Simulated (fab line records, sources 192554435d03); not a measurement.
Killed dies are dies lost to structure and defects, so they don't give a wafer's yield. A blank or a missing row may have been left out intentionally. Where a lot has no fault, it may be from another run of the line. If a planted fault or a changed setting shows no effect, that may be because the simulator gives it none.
What tool caused it?	flow n5 finfet	Sampling: 9 lots, 24 wafers, 6 of 1938 route steps

WHAT THE GAUGES SHOWED, per wafer
N5_MOL_CONTACT_COAG_INSPECT_57: inspects for defects (brightfield).
lot	measured	on	raw defect count
L760	day 6 01:48	defect inspect-01	191 147 122
L762	day 6 16:19	defect inspect-01	1373 1432 1345
L763	day 6 22:07	defect inspect-02	1336 1353 1385
L765	day 7 04:26	defect inspect-02	1369 1341 1284
L770	day 9 15:01	defect inspect-02	112 170 170
L775	day 10 16:23	defect inspect-02	211 208
L773	day 10 18:53	defect inspect-01	111 164
L774	day 11 00:07	defect inspect-01	158 169 242
L778	day 11 01:22	defect inspect-01	228 298

N5_BEOL_M4_RC_MEAS_101.
lot	measured	on	DIBL_N (mV/V)	DIBL_P (mV/V)	IOFF_N (nA/um)	IOFF_P (nA/um)	ION_N (uA/um)	ION_P (uA/um)	SS_N (mV/dec)	SS_P (mV/dec)	VT_N (mV)	VT_P (mV)
L760	day 9 10:15	prober-02	37.4 38.0 35.2	34.9 36.7 31.8	0.14 0.16 0.11	0.19 0.21 0.15	667 666 652	458 458 450	71.9 71.9 70.9	73.1 73.1 71.9	251 249 257	-251 -251 -256
L762	day 9 18:03	prober-02	34.4 35.4 35.9	33.7 35.4 35.8	0.13 0.14 0.15	0.19 0.21 0.22	676 668 673	468 460 464	71.2 71.7 71.1	73.0 72.4 73.9	254 252 248	-252 -248 -246
L763	day 9 18:40	prober-01	35.8 37.4 35.7	37.3 38.3 36.9	0.16 0.17 0.15	0.21 0.22 0.19	681 670 680	466 460 468	70.9 71.6 71.0	72.9 73.8 73.2	252 250 251	-251 -252 -253
L765	day 10 12:20	prober-02	35.3 33.3 36.0	36.0 34.3 36.6	0.16 0.13 0.18	0.26 0.22 0.28	686 670 686	475 473 477	72.0 70.9 71.9	73.8 73.4 73.5	249 250 249	-244 -246 -240
L770	day 12 04:55	prober-01	37.5 39.4 38.5	36.8 39.0 37.9	0.17 0.21 0.18	0.22 0.24 0.23	677 681 678	468 469 466	71.5 72.1 72.5	73.2 74.9 73.8	249 248 247	-246 -247 -247
L775	day 13 20:22	prober-01	37.3 39.4	36.5 38.5	0.15 0.18	0.20 0.23	673 673	461 456	71.4 72.3	73.8 74.2	254 254	-255 -252
L773	day 13 17:26	prober-01	39.4 39.5	40.3 40.7	0.22 0.21	0.30 0.31	684 675	479 470	73.5 72.4	74.3 74.2	247 250	-246 -244
L774	day 14 04:46	prober-01	36.4 36.9 35.1	38.7 39.7 37.1	0.18 0.18 0.15	0.25 0.26 0.23	686 690 674	472 480 469	72.6 72.1 72.0	73.6 73.6 73.0	246 247 250	-246 -245 -249
L778	day 14 20:22	prober-01	33.0 34.9	34.6 36.7	0.12 0.14	0.19 0.23	675 666	472 466	70.5 71.6	72.3 72.7	250 252	-252 -248

WHAT TOOL EACH LOT RAN ON (gives the tool, then ch and the chambers of the sampled wafers, and finally the start)
lot	N5_MOL_CONTACT_COAG_ALD_27	N5_MOL_CONTACT_COAG_ALD_123	N5_MOL_CONTACT_COAG_DESCUM_88	N5_MOL_CONTACT_COAG_ETCH_89
L760	ald sin-01 ch 2,3, day 5 22:43	ald sin-03 ch 0,3, day 6 00:44	rie diel-06 ch 1,2, day 6 01:50	rie diel-06 ch 1,2, day 6 01:52
L762	ald sin-03 ch 0,1,3, day 6 13:29	ald sin-03 ch 1,2, day 6 15:23	rie diel-05 ch 1,2,3, day 6 16:21	rie diel-05 ch 1,2,3, day 6 16:23
L763	ald sin-04 ch 0,1,2, day 6 19:17	ald sin-03 ch 1,2,3, day 6 21:11	rie diel-05 ch 0,1, day 6 22:10	rie diel-05 ch 0,1, day 6 22:11
L765	ald sin-01 ch 0,3, day 7 01:21	ald sin-03 ch 0,2,3, day 7 03:15	rie diel-04 ch 0,1,3, day 7 04:34	rie diel-04 ch 0,1,3, day 7 04:35
L770	ald sin-04 ch 0,2,3, day 9 09:45	ald sin-01 ch 0,1,3, day 9 14:02	rie diel-06 ch 0,2, day 9 15:06	rie diel-06 ch 0,2, day 9 15:08
L775	ald sin-04 ch 1, day 10 12:45	ald sin-03 ch 1,2, day 10 15:19	rie diel-06 ch 0, day 10 16:26	rie diel-06 ch 0, day 10 16:28
L773	ald sin-03 ch 2,3, day 10 15:54	ald sin-03 ch 1,3, day 10 17:48	rie diel-04 ch 1,2, day 10 19:08	rie diel-04 ch 1,2, day 10 19:10
L774	ald sin-03 ch 0,1, day 10 21:12	ald sin-03 ch 0,1,3, day 10 23:10	rie diel-04 ch 0,1,2, day 11 00:23	rie diel-04 ch 0,1,2, day 11 00:26
L778	ald sin-04 ch 1,2, day 10 22:25	ald sin-03 ch 2,3, day 11 00:25	rie diel-06 ch 0,3, day 11 01:24	rie diel-06 ch 0,3, day 11 01:26
- N5_MOL_CONTACT_COAG_ALD_27: deposits SiOC, target thk 17 nm, pulse time 1.5 s, time 2720 s.
- N5_MOL_CONTACT_COAG_ALD_123: deposits SiNx, target thk 5 nm, pulse time 1 s, purge time 2 s.
- N5_MOL_CONTACT_COAG_DESCUM_88: chemistry O2, time 7 s.
- N5_MOL_CONTACT_COAG_ETCH_89: etches underlayer in N2/H2, target depth 13 nm, time 10.4 s.

AS READ BY THE TOOLS THEMSELVES (means over the sampled wafers that have a number; for cases with no such wafer, the mark the record gives instead)
N5_MOL_CONTACT_COAG_ALD_27.
lot	tool	heater power w (W)	precursor pulse height rel
L760	ald sin-01	831	1.015
L762	ald sin-03	801	0.995
L763	ald sin-04	888	0.999
L765	ald sin-01	840	1.006
L770	ald sin-04	860	0.994
L775	ald sin-04	857	0.996
L773	ald sin-03	818	1.019
L774	ald sin-03	787	0.994
L778	ald sin-04	946	0.998

N5_MOL_CONTACT_COAG_ALD_123.
lot	tool	heater power w (W)	precursor pulse height rel
L760	ald sin-03	824	0.985
L762	ald sin-03	787	1.007
L763	ald sin-03	810	0.991
L765	ald sin-03	811	1.005
L770	ald sin-01	848	1.013
L775	ald sin-03	805	0.997
L773	ald sin-03	834	0.985
L774	ald sin-03	822	1.024
L778	ald sin-03	820	1.024

N5_MOL_CONTACT_COAG_DESCUM_88.
lot	tool	drypump motor current A (A)	oes product au (a.u.)	rf vpp V (V)	showerhead plenum p Torr (Torr)	throttle valve pct (%)
L760	rie diel-06	5.5	0.75	241.5	2.04	20.36
L762	rie diel-05	5.3	0.79	244.9	2.18	20.52
L763	rie diel-05	6.0	0.74	242.2	2.05	20.52
L765	rie diel-04	5.5	0.79	243.4	2.09	20.27
L770	rie diel-06	5.2	0.75	243.4	2.12	20.25
L775	rie diel-06	5.8	0.89	244.8	2.21	20.34
L773	rie diel-04	5.8	0.75	243.2	2.13	20.38
L774	rie diel-04	5.5	0.77	245.0	2.12	20.32
L778	rie diel-06	5.9	0.82	245.8	2.21	20.55

N5_MOL_CONTACT_COAG_ETCH_89.
lot	tool	drypump motor current A (A)	etch rf on time s (s)	oes product au (a.u.)	rf vpp V (V)	showerhead plenum p Torr (Torr)	throttle valve pct (%)
L760	rie diel-06	5.5	10.63	0.64	521.5	2.48	17.74
L762	rie diel-05	5.3	10.33	0.68	526.4	2.63	17.75
L763	rie diel-05	6.0	10.52	0.62	522.8	2.49	17.87
L765	rie diel-04	5.5	10.21	0.67	524.7	2.54	17.71
L770	rie diel-06	5.2	10.32	0.65	525.2	2.57	17.74
L775	rie diel-06	5.9	10.14	0.75	528.9	2.71	17.98
L773	rie diel-04	5.8	10.09	0.66	525.0	2.60	17.89
L774	rie diel-04	5.5	10.08	0.67	525.7	2.58	17.83
L778	rie diel-06	5.9	10.23	0.70	527.1	2.68	17.97

THE ANSWER, worked out from the rows above alone
Rule: the lots themselves supply what counts as usual. The widest of any qualifying gaps counts: lots, ordered by their means at a reading, are off when they make up no more than a third of the lots, leave a main group of 4 or more, and stand apart from it by 3 or more times the standard deviation of that group's means. If all means in a main group match to the digits the tables above print for the reading, that group is not used. A lot without any number at a reading at which 4 lots or more have one is off too. Any other lot the step has rows for is counted as sound. Order of review: gauges by route order, followed by the tools' own readings, for which a lot's mean as printed above is used. The first step at which some lot is off is used, and at that step the reading that is off furthest; a lot without a number counts as furthest.
Off: L762, L763, L765 (N5_MOL_CONTACT_COAG_INSPECT_57, raw defect count). The main group: mean 184, standard deviation 43.
If a tool, at a process step before that reading, ran all the lots that are off and no sound lot after the first of them, it fits. Gauges at N5_MOL_CONTACT_COAG_INSPECT_57: tried the same way as those tools. Not one of the candidates tried fits.

WHAT THE SIMULATOR HAD INSERTED
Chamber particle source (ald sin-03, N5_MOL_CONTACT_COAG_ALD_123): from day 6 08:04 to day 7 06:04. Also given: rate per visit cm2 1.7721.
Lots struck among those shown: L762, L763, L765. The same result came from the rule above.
